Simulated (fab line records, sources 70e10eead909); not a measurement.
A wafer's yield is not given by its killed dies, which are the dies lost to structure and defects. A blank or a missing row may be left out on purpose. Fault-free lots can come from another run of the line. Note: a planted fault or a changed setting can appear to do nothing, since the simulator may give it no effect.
fab line records -- flow nand_harc
[record] lots = 6, wafers = 18, last_day = 32
route steps=1302 shown A_STAIRCASE@734 END@1302
lots with no fault: from the same line, run without faults
start_h: hours from the record's first day to the start of the lot's first wafer shown -- wait_h: hours since the lot's step before -- " identical to the entry in the row above -- L1.1+2: a single row standing in for several wafers -- - no value, or no start given -- * or withheld: withheld -- < > ~ a bound
route shown NAME@n: a module of which the file shows steps, and the number in the route of the first -- usual: average and standard deviation across the fault-free wafers -- same: alike in all rows -- chamber/n: place in a boat -- sites: the reading at each site -- _std_site: their standard deviation -- _edge_site: the outer-site mean with the inner-site mean subtracted -- radius_mm: how far each site lies from the wafer's centre -- mask NAME#n: copy n -- behind: the last tool/chamber to shape the wafer -- hold: cause of the lot's hold/its duration in hours/its outcome -- device: the n, p or np transistor that did not switch -- end of line: tests of these same wafers at the route's end -- a step with no rows: only its recipe -- killed: dies lost to structure and defects at the first sort, not the wafer's yield -- map: shows each die of a wafer: x if killed, . if not, _ if none is there
set.NAME: the setting that was run; set.NAME@STEP: the one run at that earlier step -- model.NAME: the simulator's own value behind a step, which no gauge read
a table for each step, a row for each wafer; lots at some steps of the route
services: the hour from which a tool's chamber was out of use, counted from the record's first day as start_h (under 0 if before that day), plus the number of hours and why
[[steps]]
[step NHARC_A_STAIRCASE_TRIM_220]
[recipe] time_s = 211.2, o2_flow_sccm = 500, ar_flow_sccm = 0, bias_w = 0, chemistry = O2
[usual] drypump_motor_current_A = 5.7/0.4, mfc_ar_sccm = 0.009/0.01, oes_product_au = 1.002/0.013, rf_vpp_V = 57.8/0.95, showerhead_plenum_p_Torr = 3.55/0.18, throttle_valve_pct = 17.036/0.0095
lot.wafer,tool,chamber,start_h,wait_h,drypump_motor_current_A,mfc_ar_sccm,oes_product_au,rf_hours_counter_h,rf_vpp_V,showerhead_plenum_p_Torr,throttle_valve_pct
L462.1,rie_diel-03,1,362.59,0.1,5.2,0,1.013,22,57.5,3.44,17.030
L462.4,rie_diel-03,2,362.59,0.1,6.1,0.004,1.018,24,57.7,3.29,17.031
L462.2,rie_diel-03,0,362.59,0.1,5.7,0.023,0.994,24,57.9,3.76,17.049
L464.1,rie_diel-04,1,405.39,0.1,6.0,0.023,0.978,9,58.2,3.77,17.018
L464.4,rie_diel-04,2,405.39,0.1,5.5,0,1.000,-,59.1,3.51,17.038
L464.6,rie_diel-04,3,405.39,0.1,5.2,0,1.002,-,56.5,3.31,17.043
L469.2,rie_diel-03,3,445.73,0.1,6.3,0.008,0.988,51,58.7,3.62,17.028
L469.4,rie_diel-03,0,445.73,0.1,5.7,0.023,0.997,54,57.7,3.75,17.046
L469.6,rie_diel-03,2,445.73,0.1,6.1,0.004,1.010,-,58.1,3.27,17.032
L480.4,rie_diel-11,2,550.30,0.1,5.7,0.009,0.994,40,56.6,3.37,17.051
L480.3,rie_diel-11,3,550.30,0.1,5.2,0.009,1.003,38,56.6,3.58,17.026
L480.6,rie_diel-11,1,550.30,0.1,6.2,0.036,1.031,-,56.0,3.40,17.033
L482.4,rie_diel-03,0,570.03,0.1,5.6,0.023,1.008,28,58.1,3.73,17.046
L482.5,rie_diel-03,3,570.03,0.1,6.3,0.008,0.996,-,55.9,3.60,17.031
L482.6,rie_diel-03,0,570.03,0.1,5.7,0.023,1.015,-,58.5,3.73,17.035
L481.2,rie_diel-11,1,570.93,0.1,6.2,0.036,1.013,42,57.9,3.40,17.020
L481.4,rie_diel-11,3,570.93,0.1,5.2,0.009,1.009,42,56.1,3.57,17.035
L481.6,rie_diel-11,1,570.93,0.1,6.2,0.036,1.025,-,56.7,3.40,17.038
[step NHARC_A_STAIRCASE_ETCH_221]
[recipe] target_depth_a = 1000, time_s = 40.5, ion_energy_ev = 400, c4f8_flow_sccm = 20, o2_flow_sccm = 10, ar_flow_sccm = withheld, rf_w = 600, bias_w = 1000, chemistry = C4F8/O2
[step NHARC_A_STAIRCASE_TRIM_222]
[recipe] time_s = 211.2, o2_flow_sccm = 500, ar_flow_sccm = 0, bias_w = 0, chemistry = O2
[usual] drypump_motor_current_A = 5.7/0.39, mfc_ar_sccm = 0.009/0.01, oes_product_au = 1.001/0.012, rf_vpp_V = 57.8/0.92, showerhead_plenum_p_Torr = 3.55/0.18, throttle_valve_pct = 17.037/0.0091
lot.wafer,tool,chamber,start_h,wait_h,drypump_motor_current_A,mfc_ar_sccm,oes_product_au,rf_hours_counter_h,rf_vpp_V,showerhead_plenum_p_Torr,throttle_valve_pct
L462.2,rie_diel-03,3,-,-,6.3,0.008,1.005,25,57.0,3.64,17.033
L462.4,rie_diel-03,1,-,-,5.3,0,1.006,23,55.7,3.44,17.041
L462.1,rie_diel-03,2,-,-,6.1,0.004,1.005,24,56.4,3.29,17.023
L464.1,rie_diel-04,1,-,-,6.0,0.023,0.975,9,58.3,3.77,17.024
L464.6,rie_diel-04,3,-,-,5.2,0,0.997,-,59.0,3.31,17.048
L464.4,rie_diel-04,1,-,-,6.0,0.023,0.980,-,59.2,3.77,17.041
L469.4,rie_diel-03,2,-,-,6.1,0.004,1.003,50,56.4,3.27,17.037
L469.2,rie_diel-03,3,-,-,6.3,0.008,0.987,51,57.3,3.62,17.045
L469.6,rie_diel-03,1,-,-,5.2,0,0.997,-,57.7,3.42,17.024
L480.3,rie_diel-11,2,-,-,5.7,0.009,0.985,41,57.6,3.36,17.042
L480.4,rie_diel-11,1,-,-,6.2,0.036,1.013,37,57.2,3.40,17.030
L480.6,rie_diel-11,3,-,-,5.2,0.009,1.011,-,58.9,3.58,17.044
L482.4,rie_diel-03,2,-,-,6.1,0.004,1.029,36,58.2,3.79,17.050
L482.6,rie_diel-03,1,-,-,5.3,0,0.993,-,56.7,3.40,17.040
L482.5,rie_diel-03,2,-,-,6.1,0.004,1.026,-,58.8,3.79,17.024
L481.4,rie_diel-11,3,-,-,5.2,0.009,0.997,42,58.9,3.57,17.045
L481.2,rie_diel-11,1,-,-,6.2,0.036,1.014,42,56.9,3.40,17.035
L481.6,rie_diel-11,2,-,-,5.7,0.009,0.981,-,56.7,3.36,17.023
[step NHARC_A_STAIRCASE_ETCH_223]
[recipe] target_depth_a = 1000, time_s = 40.5, ion_energy_ev = 400, c4f8_flow_sccm = 20, o2_flow_sccm = 10, ar_flow_sccm = withheld, rf_w = 600, bias_w = 1000, chemistry = C4F8/O2
[usual] oes_product_au = 0.941/0.013, rf_vpp_V = 897/6.5, run_length_s = 61.9/0.44
lot.wafer,tool,chamber,start_h,wait_h,oes_product_au,rf_hours_counter_h,rf_vpp_V,run_length_s
L462.4,rie_diel-03,0,-,-,0.942,24,904,62.3
L462.2,rie_diel-03,1,-,-,0.940,23,894,61.5
L462.1,rie_diel-03,2,-,-,0.935,24,887,61.9
L464.1,rie_diel-04,1,-,-,0.933,9,906,61.8
L464.4,rie_diel-04,1,-,-,0.922,-,905,61.6
L464.6,rie_diel-04,3,-,-,0.953,-,890,61.9
L469.2,rie_diel-03,1,-,-,0.926,52,893,61.4
L469.4,rie_diel-03,0,-,-,0.928,54,905,62.7
L469.6,rie_diel-03,2,-,-,0.943,-,886,62.7
L480.4,rie_diel-11,3,-,-,0.945,38,898,61.6
L480.3,rie_diel-11,0,-,-,0.925,35,887,61.9
L480.6,rie_diel-11,3,-,-,0.936,-,897,61.9
L482.4,rie_diel-03,0,-,-,0.963,28,902,62.6
L482.5,rie_diel-03,0,-,-,0.954,-,902,62.6
L482.6,rie_diel-03,1,-,-,0.927,-,893,61.5
L481.2,rie_diel-11,2,-,-,0.947,46,889,62.3
L481.4,rie_diel-11,3,-,-,0.953,43,898,61.8
L481.6,rie_diel-11,3,-,-,0.949,-,899,62.1
[step NHARC_A_STAIRCASE_TRIM_224]
[recipe] time_s = 211.2, o2_flow_sccm = 500, ar_flow_sccm = 0, bias_w = 0, chemistry = O2
[step NHARC_A_STAIRCASE_ETCH_225]
[recipe] target_depth_a = 1000, time_s = 40.5, ion_energy_ev = 400, c4f8_flow_sccm = 20, o2_flow_sccm = 10, ar_flow_sccm = withheld, rf_w = 600, bias_w = 1000, chemistry = C4F8/O2
[step NHARC_A_STAIRCASE_TRIM_226]
[recipe] time_s = 211.2, o2_flow_sccm = 500, ar_flow_sccm = 0, bias_w = 0, chemistry = O2
[step NHARC_A_STAIRCASE_ETCH_227]
[recipe] target_depth_a = 1000, time_s = 40.5, ion_energy_ev = 400, c4f8_flow_sccm = 20, o2_flow_sccm = 10, ar_flow_sccm = withheld, rf_w = 600, bias_w = 1000, chemistry = C4F8/O2
[step NHARC_A_STAIRCASE_TRIM_229]
[recipe] time_s = 211.2, o2_flow_sccm = 500, ar_flow_sccm = 0, bias_w = 0, chemistry = O2
[usual] drypump_motor_current_A = 5.7/0.38, mfc_ar_sccm = 0.010/0.012, oes_product_au = 1.000/0.013, rf_vpp_V = 57.7/0.93, showerhead_plenum_p_Torr = 3.52/0.18, throttle_valve_pct = 17.035/0.009
lot.wafer,tool,chamber,start_h,wait_h,drypump_motor_current_A,mfc_ar_sccm,oes_product_au,rf_hours_counter_h,rf_vpp_V,showerhead_plenum_p_Torr,throttle_valve_pct
L462.1,rie_diel-11,2,364.65,0.1,5.7,0.009,0.997,38,57.1,3.40,17.047
L462.2,rie_diel-11,3,364.65,0.1,5.2,0.009,0.995,35,58.2,3.61,17.031
L462.4,rie_diel-11,0,364.65,0.1,5.6,0,1.008,29,57.9,3.32,17.026
L464.1,rie_diel-04,3,406.58,0.1,5.2,0,1.000,13,57.4,3.31,17.035
L464.4,rie_diel-04,2,406.58,0.1,5.4,0,1.000,-,57.6,3.51,17.033
L464.6,rie_diel-04,3,406.58,0.1,5.2,0,1.003,-,55.6,3.31,17.041
L469.2,rie_diel-03,3,447.10,0.1,6.3,0.008,0.986,51,59.3,3.62,17.027
L469.4,rie_diel-03,0,447.10,0.1,5.6,0.023,1.000,54,58.4,3.75,17.033
L469.6,rie_diel-03,1,447.10,0.1,5.3,0,1.010,-,58.6,3.42,17.047
L480.3,rie_diel-11,1,551.56,0.1,6.2,0.036,1.007,37,57.8,3.40,17.050
L480.4,rie_diel-11,2,551.56,0.1,5.7,0.009,0.983,41,56.8,3.37,17.033
L480.6,rie_diel-11,3,551.56,0.1,5.2,0.009,0.992,-,57.1,3.58,17.041
L482.4,rie_diel-03,3,571.04,0.1,6.3,0.008,0.997,29,57.8,3.60,17.050
L482.5,rie_diel-03,3,571.04,0.1,6.3,0.008,1.001,-,58.8,3.60,17.031
L482.6,rie_diel-03,0,571.04,0.1,5.7,0.023,1.013,-,57.4,3.73,17.025
L481.4,rie_diel-11,2,571.95,0.1,5.7,0.009,0.991,46,56.8,3.36,17.041
L481.2,rie_diel-11,3,571.95,0.1,5.1,0.009,1.002,43,59.0,3.57,17.038
L481.6,rie_diel-11,2,571.95,0.1,5.7,0.009,1.000,-,57.1,3.36,17.036
[step NHARC_A_STAIRCASE_ETCH_230]
[recipe] target_depth_a = 1000, time_s = 40.5, ion_energy_ev = 400, c4f8_flow_sccm = 20, o2_flow_sccm = 10, ar_flow_sccm = withheld, rf_w = 600, bias_w = 1000, chemistry = C4F8/O2
[step NHARC_A_STAIRCASE_TRIM_231]
[recipe] time_s = 211.2, o2_flow_sccm = 500, ar_flow_sccm = 0, bias_w = 0, chemistry = O2
[step NHARC_A_STAIRCASE_ETCH_232]
[recipe] target_depth_a = 1000, time_s = 40.5, ion_energy_ev = 400, c4f8_flow_sccm = 20, o2_flow_sccm = 10, ar_flow_sccm = withheld, rf_w = 600, bias_w = 1000, chemistry = C4F8/O2
[usual] oes_product_au = 0.945/0.014, rf_vpp_V = 896/6.7, run_length_s = 61.9/0.43
lot.wafer,tool,chamber,start_h,wait_h,oes_product_au,rf_hours_counter_h,rf_vpp_V,run_length_s
L462.2,rie_diel-11,3,365.05,-,0.945,35,898,61.6
L462.1,rie_diel-11,1,365.05,-,0.948,34,893,62.6
L462.4,rie_diel-11,2,365.05,-,0.935,38,891,61.8
L464.1,rie_diel-04,3,407.03,-,0.933,13,888,61.4
L464.4,rie_diel-04,1,407.03,-,0.920,-,903,61.7
L464.6,rie_diel-04,2,407.03,-,0.936,-,895,61.6
L469.4,rie_diel-03,0,447.49,-,0.950,54,906,62.2
L469.2,rie_diel-03,2,447.49,-,0.942,50,885,62.0
L469.6,rie_diel-03,0,447.49,-,0.959,-,904,62.7
L480.4,rie_diel-11,3,551.95,-,0.945,39,898,51.9
L480.3,rie_diel-11,0,551.95,-,0.935,35,888,61.8
L480.6,rie_diel-11,2,551.95,-,0.917,-,890,61.9
L482.4,rie_diel-03,0,571.47,-,0.940,28,904,62.6
L482.6,rie_diel-03,3,571.47,-,0.946,-,900,61.5
L482.5,rie_diel-03,0,571.47,-,0.943,-,904,62.3
L481.4,rie_diel-11,2,572.37,-,0.934,46,891,52.0
L481.2,rie_diel-11,3,572.37,-,0.963,43,899,51.8
L481.6,rie_diel-11,1,572.37,-,0.953,-,893,62.4
[step NHARC_A_STAIRCASE_TRIM_233]
[recipe] time_s = 211.2, o2_flow_sccm = 500, ar_flow_sccm = 0, bias_w = 0, chemistry = O2
[usual] drypump_motor_current_A = 5.7/0.39, mfc_ar_sccm = 0.009/0.011, oes_product_au = 1.000/0.013, rf_vpp_V = 57.8/0.86, showerhead_plenum_p_Torr = 3.52/0.18, throttle_valve_pct = 17.036/0.0091
lot.wafer,tool,chamber,start_h,wait_h,drypump_motor_current_A,mfc_ar_sccm,oes_product_au,rf_hours_counter_h,rf_vpp_V,showerhead_plenum_p_Torr,throttle_valve_pct
L462.2,rie_diel-11,3,-,-,5.2,0.009,0.979,35,57.7,3.61,17.052
L462.4,rie_diel-11,1,-,-,6.2,0.036,1.024,34,56.8,3.43,17.047
L462.1,rie_diel-11,2,-,-,5.7,0.009,0.995,38,59.1,3.40,17.038
L464.1,rie_diel-04,2,-,-,5.4,0,0.989,11,56.6,3.51,17.040
L464.4,rie_diel-04,3,-,-,5.2,0,0.998,-,57.1,3.31,17.051
L464.6,rie_diel-04,2,-,-,5.4,0,0.993,-,57.7,3.51,17.037
L469.4,rie_diel-03,1,-,-,5.3,0,1.007,53,56.9,3.42,17.035
L469.2,rie_diel-03,2,-,-,6.1,0.004,1.006,50,57.4,3.27,17.022
L469.6,rie_diel-03,1,-,-,5.3,0,1.004,-,58.2,3.42,17.036
L480.3,rie_diel-11,2,-,-,5.7,0.009,0.990,41,56.7,3.36,17.045
L480.4,rie_diel-11,0,-,-,5.5,0,0.981,35,58.0,3.29,17.039
L480.6,rie_diel-11,1,-,-,6.2,0.036,1.017,-,59.3,3.40,17.032
L482.4,rie_diel-03,0,-,-,5.6,0.023,1.000,28,57.9,3.73,17.024
L482.5,rie_diel-03,2,-,-,6.1,0.004,1.019,-,57.7,3.79,17.048
L482.6,rie_diel-03,3,-,-,6.3,0.008,0.996,-,57.1,3.60,17.037
L481.2,rie_diel-11,0,-,-,5.5,0,0.999,39,56.6,3.29,17.030
L481.4,rie_diel-11,1,-,-,6.2,0.036,1.016,43,57.6,3.40,17.022
L481.6,rie_diel-11,3,-,-,5.2,0.009,1.015,-,57.7,3.57,17.039
[step NHARC_END_SORT_01]
[recipe] temp_c = 25
[usual] killed_at_array = 55/19, killed_at_other = 0.9/1.4, killed_at_periphery = 3.8/2.9, killed_dies = 60/19, killed_open = 3.3/1.8, killed_short = 2.6/1.6
[same] gross_dies = 677
lot.wafer,tool,chamber,start_h,wait_h,hold,killed_at_array,killed_at_other,killed_at_periphery,killed_dies,killed_open,killed_short
L462.1,prober-02,0,569.24,2.5,-,74,0,3,77,3,4
L462.2,prober-02,0,570.03,2.8,-,81,1,5,87,5,1
L462.4,prober-02,0,571.60,3.4,-,67,0,0,67,2,1
L464.1,prober-02,0,600.30,2.5,-,39,0,1,40,2,2
L464.4,prober-02,0,602.72,3.4,-,57,0,2,59,5,2
L464.6,prober-02,0,604.33,4.0,-,46,0,3,49,3,3
L469.2,prober-01,0,654.24,2.8,-,24,1,4,29,3,5
L469.4,prober-01,0,655.84,3.4,-,46,2,5,53,6,4
L469.6,prober-01,0,657.45,4.0,-,24,2,6,32,3,4
L480.3,prober-01,0,748.74,3.1,await_dispo/4.1h/release,47,1,1,49,0,1
L480.4,prober-01,0,749.55,3.4,await_dispo/4.1h/release,336,0,3,339,3,1
L480.6,prober-01,0,751.16,4.0,await_dispo/4.1h/release,48,0,0,48,2,0
L481.2,prober-01,0,762.68,2.8,await_dispo/2.8h/release,236,1,5,242,0,4
L481.4,prober-01,0,764.27,3.4,await_dispo/2.8h/release,231,3,6,240,0,1
L481.6,prober-01,0,765.87,4.0,await_dispo/2.8h/release,40,1,5,46,3,0
L482.4,prober-02,0,767.46,3.4,-,48,0,6,54,6,2
L482.5,prober-02,0,768.25,3.7,-,51,0,3,54,4,3
L482.6,prober-02,0,769.04,4.0,-,64,1,2,67,3,5
// killed by level:class
L462.1 A_CHANNEL_HOLE_D2:chamber_film_flake=28 A_CHANNEL_HOLE_D1:chamber_film_flake=26 A_STAIRCASE:chamber_film_flake=5 A_CONTACT:chamber_film_flake=4 A_ONON_D1:geometric_particle:short=2 A_CHANNEL_FILL_D1:chamber_film_flake=2 A_M0:chamber_film_flake=2 P_STI:geometric_particle:open=1
L462.2 A_CHANNEL_HOLE_D2:chamber_film_flake=33 A_CHANNEL_HOLE_D1:chamber_film_flake=29 A_STAIRCASE:chamber_film_flake=5 A_WL_FILL:chamber_film_flake=3 P_STI:chamber_film_flake=2 A_ZERO_WELL:chamber_film_flake=2 A_CHANNEL_FILL_D1:chamber_film_flake=2 A_M0:chamber_film_flake=2
L462.4 A_CHANNEL_HOLE_D2:chamber_film_flake=22 A_CHANNEL_HOLE_D1:chamber_film_flake=21 A_STAIRCASE:chamber_film_flake=8 A_WL_FILL:chamber_film_flake=4 A_M0:chamber_film_flake=4 A_CHANNEL_FILL_D1:chamber_film_flake=2 A_ONON_D1:geometric_particle:short=1 A_CHANNEL_FILL_D2:geometric_particle:open=1
L464.1 A_CHANNEL_HOLE_D1:chamber_film_flake=22 A_CHANNEL_HOLE_D2:chamber_film_flake=7 A_STAIRCASE:chamber_film_flake=5 A_ONON_D1:geometric_particle:short=1 A_DECK1_JOINT:geometric_particle:open=1 A_ONON_D2:geometric_particle:short=1 A_SGD_CUT:geometric_particle:open=1 P_M0:chamber_film_flake=1
L464.4 A_CHANNEL_HOLE_D1:chamber_film_flake=34 A_CHANNEL_HOLE_D2:chamber_film_flake=7 A_DECK1_JOINT:chamber_film_flake=5 A_STAIRCASE:chamber_film_flake=5 P_GATE:geometric_particle:open=1 P_CONTACT:geometric_particle:open=1 A_CHANNEL_FILL_D1:geometric_particle:short=1 A_CHANNEL_FILL_D2:geometric_particle:short=1
L464.6 A_CHANNEL_HOLE_D1:chamber_film_flake=27 A_CHANNEL_HOLE_D2:chamber_film_flake=6 A_DECK1_JOINT:chamber_film_flake=3 A_STAIRCASE:chamber_film_flake=3 A_CONTACT:chamber_film_flake=2 P_M0:geometric_particle:open=1 P_M1:geometric_particle:short=1 A_SOURCE_PLATE:geometric_particle:short=1
L469.2 A_CHANNEL_HOLE_D2:chamber_film_flake=12 A_ONON_D1:geometric_particle:short=2 A_M0:geometric_particle:short=2 P_STI:chamber_film_flake=2 A_ONON_D1:geometric_particle:open=1 A_CHANNEL_FILL_D1:geometric_particle:open=1 A_WL_FILL:geometric_particle:short=1 A_M0:geometric_particle:open=1
L469.4 A_CHANNEL_HOLE_D2:chamber_film_flake=23 A_CONTACT:chamber_film_flake=5 A_ONON_D2:geometric_particle:open=3 A_CHANNEL_FILL_D2:chamber_film_flake=3 A_SLIT:chamber_film_flake=3 P_M2:chamber_film_flake=2 A_CHANNEL_HOLE_D1:chamber_film_flake=2 THIN_TSV:chamber_film_flake=2
L469.6 A_CHANNEL_HOLE_D2:chamber_film_flake=14 A_CHANNEL_HOLE_D1:chamber_film_flake=3 P_GATE:chamber_film_flake=2 A_CONTACT:chamber_film_flake=2 P_STI:geometric_particle:short=1 P_CONTACT:geometric_particle:open=1 P_BONDPAD:geometric_particle:open=1 A_ONON_D1:geometric_particle:short=1
L480.3 A_CHANNEL_HOLE_D2:chamber_film_flake=20 A_CHANNEL_HOLE_D1:chamber_film_flake=10 A_STAIRCASE:chamber_film_flake=7 A_SLIT:chamber_film_flake=4 A_CONTACT:chamber_film_flake=4 A_WL_FILL:chamber_film_flake=2 P_CONTACT:geometric_particle:short=1 THIN_TSV:chamber_film_flake=1
L480.4 A_STAIRCASE:area_etch=276 A_CHANNEL_HOLE_D2:chamber_film_flake=28 A_CHANNEL_HOLE_D1:chamber_film_flake=10 A_CONTACT:chamber_film_flake=7 A_STAIRCASE:chamber_film_flake=5 A_SLIT:chamber_film_flake=5 A_CHANNEL_FILL_D2:geometric_particle:open=2 P_M0:geometric_particle:open=1
L480.6 A_CHANNEL_HOLE_D2:chamber_film_flake=18 A_CHANNEL_HOLE_D1:chamber_film_flake=9 A_CONTACT:chamber_film_flake=7 A_SLIT:chamber_film_flake=6 A_STAIRCASE:chamber_film_flake=4 A_CHANNEL_FILL_D1:geometric_particle:open=1 A_BLC:geometric_particle:open=1 A_ZERO_WELL:chamber_film_flake=1
L481.2 A_STAIRCASE:area_etch=192 A_SLIT:chamber_film_flake=30 P_CONTACT:chamber_film_flake=3 A_STAIRCASE:chamber_film_flake=3 P_ZERO_WELL:chamber_film_flake=2 A_CHANNEL_HOLE_D2:chamber_film_flake=2 A_CHANNEL_FILL_D1:geometric_particle:short=1 A_DECK1_JOINT:geometric_particle:short=1
L481.4 A_STAIRCASE:area_etch=201 A_SLIT:chamber_film_flake=23 P_CONTACT:chamber_film_flake=4 THIN_TSV:chamber_film_flake=3 A_STAIRCASE:chamber_film_flake=2 A_M0:geometric_particle:short=1 P_ZERO_WELL:chamber_film_flake=1 P_STI:chamber_film_flake=1
L481.6 A_SLIT:chamber_film_flake=29 A_STAIRCASE:chamber_film_flake=3 P_M1:geometric_particle:open=2 A_WL_FILL:chamber_film_flake=2 P_CONTACT:chamber_film_flake=2 A_CONTACT:chamber_film_flake=2 A_M0:geometric_particle:open=1 P_BONDPAD:chamber_film_flake=1
L482.4 A_CHANNEL_HOLE_D2:chamber_film_flake=19 A_SLIT:chamber_film_flake=9 A_CONTACT:chamber_film_flake=8 A_CHANNEL_HOLE_D1:chamber_film_flake=4 P_CONTACT:geometric_particle:open=2 P_ZERO_WELL:chamber_film_flake=2 P_M0:geometric_particle:open=1 A_ONON_D1:geometric_particle:short=1
L482.5 A_CHANNEL_HOLE_D2:chamber_film_flake=21 A_CHANNEL_HOLE_D1:chamber_film_flake=12 A_SLIT:chamber_film_flake=6 A_CONTACT:chamber_film_flake=4 A_CONTACT:geometric_particle:open=2 A_STAIRCASE:chamber_film_flake=2 P_CONTACT:geometric_particle:short=1 P_CONTACT:geometric_particle:open=1
L482.6 A_CHANNEL_HOLE_D2:chamber_film_flake=29 A_CONTACT:chamber_film_flake=9 A_CHANNEL_HOLE_D1:chamber_film_flake=7 A_SLIT:chamber_film_flake=6 A_CHANNEL_FILL_D1:chamber_film_flake=2 A_ONON_D1:geometric_particle:short=1 A_ONON_D2:geometric_particle:short=1 A_ONON_D2:geometric_particle:open=1
// map L480.4 (x killed, . not)
____________.____________
_________...x..x_________
_______....xx...x._______
______..x.xx...x...______
_____...xx.xxxx.x..._____
____.........xxxxx...____
____..xx..x....x.x.xx____
___..x.xxx..xxxx.xxx..___
___...x..xxxx..xxxxx.x___
__...xx.x.xxxxxxx......__
__.x..x.xxx.x.xxxx.xxxx__
_xxxxx.xxxxxx.x.xxx.x..._
_.xx..xx.xxx.x.xxx..x.x._
_..xx.x..xxxx.xxxxxx.xxx_
_x.xxx.x.xx.xxx.x.xxxxxx_
_.xx..x.xxxxxx.xxxx.xxxx_
..xxx.xxx..xxxxxxx.xxxx..
.x.x.x.x..x..xxxx.xxxxx..
.x.x.x.xxx.xxx.x.xxx.xxxx
.....x.xxxxxx.xxxxxxxxx..
...x..xxxxxxxxxxxx..xxx..
_...xx.xxx.x.xxxx.xxxxx._
_.x...xxx..xxxxxx.xx.x.x_
_..xxx.xxx....xx...xx..._
_.x..xx.xxxx.xxxxxx....._
_.xx..x.xxxxxxxxxxx....._
__xxxx.....x.xx...xx..x__
__.x.x......xxx..x.....__
___.x.xxxxx..xx.......___
___......x.x..x.x.....___
____...x.............____
____........xx.x.....____
_____....x.x........_____
______..x..x.x.....______
_______..........._______
_________.xx...x_________
____________.____________
// map L481.2 (x killed, . not)
____________x____________
_________.x..xx._________
_______..x.xxxx..x_______
______..x.x.xx.x.x.______
_____.x.x...x.x.xx.._____
____x....x.xx...x...x____
____.x...x.xxx..x....____
___xx.xx..xxx.xxx.x...___
___..x.x.xxxx..xx.....___
__.....x.xx....x.xx....__
__x.xxx..xxxxxxx......x__
_.x.x.x.xxxx....xxxx...._
_xx..x.x.xxxx....xx.x..._
_x...xx...x.x...xx..xx.x_
_.....xx..x...x.....x.xx_
_xx...xx..x.x....xx..x.x_
x..x.....x.x..x...xxxxxxx
.x..x.x.....x....x.xxxxxx
xxxx..x.xx.xx..xxx...xx..
.x..xx..xx.x..x....xxxxx.
.x..xx...xx.xx..x...x..x.
_.x..x..x.x.x..xxx.x...._
_..xxxx...xxx.....x....._
_..x..xx.xx........x..x._
_.x.x.x...x.x......x...._
_..x.x......x......x...._
__..xx....x.xxx....x...__
__..x...x.xx..x........__
___....x.......x.x....___
___xx.................___
____.x.xxx..x.....x..____
____.................____
_____..............._____
______xx..x........______
_______..........._______
_________x.x...._________
____________x____________
[[services]]
tool,chamber,start_h,hours,kind
rie_diel-03,0,339.93,-,clean
rie_diel-03,1,339.93,-,clean
rie_diel-03,2,339.93,-,clean
rie_diel-03,3,339.93,-,clean
rie_diel-04,2,351.08,3.3,repair
rie_diel-04,-,358.76,9.0,pm
rie_diel-03,0,364.44,-,clean
rie_diel-03,1,364.44,-,clean
rie_diel-03,2,364.44,-,clean
rie_diel-03,3,364.44,-,clean
rie_diel-11,0,364.55,-,clean
rie_diel-11,1,364.55,-,clean
rie_diel-11,2,364.55,-,clean
rie_diel-11,3,364.55,-,clean
rie_diel-03,-,368.51,0.6,repair
rie_diel-03,0,388.99,-,clean
rie_diel-03,1,388.99,-,clean
rie_diel-03,2,388.99,-,clean
rie_diel-04,0,393.17,26.6,repair
rie_diel-11,-,434.79,9.0,pm
rie_diel-03,-,458.59,9.0,pm
rie_diel-03,2,517.55,7.5,repair
rie_diel-04,-,535.82,9.0,pm
rie_diel-03,3,546.16,10.6,repair
[[key]]
[first_sign] step = NHARC_A_STAIRCASE_ETCH_232, reading = run_length_s, direction = down, sigmas = 23, usual = *, struck = *
[effect] step = NHARC_END_SORT_01, reading = killed_dies, direction = up, sigmas = 11, usual = 60, struck = 274
[more_kills_born_at] NHARC_A_STAIRCASE_ETCH_232@rie_diel-11 = 669
met_at NHARC_A_STAIRCASE_ETCH_232
struck_wafers L480.4,L481.2,L481.4
tester_left_out L480,L481
onset_between 365.05 551.95
[fault] kind = process_parameter_drift, tool = rie_diel-11, chamber = -, onset_h = 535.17, steps = NHARC_A_STAIRCASE_ETCH_232, channel = time_s, offset = *, shape = step, end_h = 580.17, scope = struck_wafers_only, acts_in = *, stated = *
// tester_left_out: of these lots the tester's yield and bins aren't shown, on N5 and GAA mostly nor the transistor test; their killed dies are dies lost to structure and defects alone, not to doping, threshold or leakage, so they don't give the yield
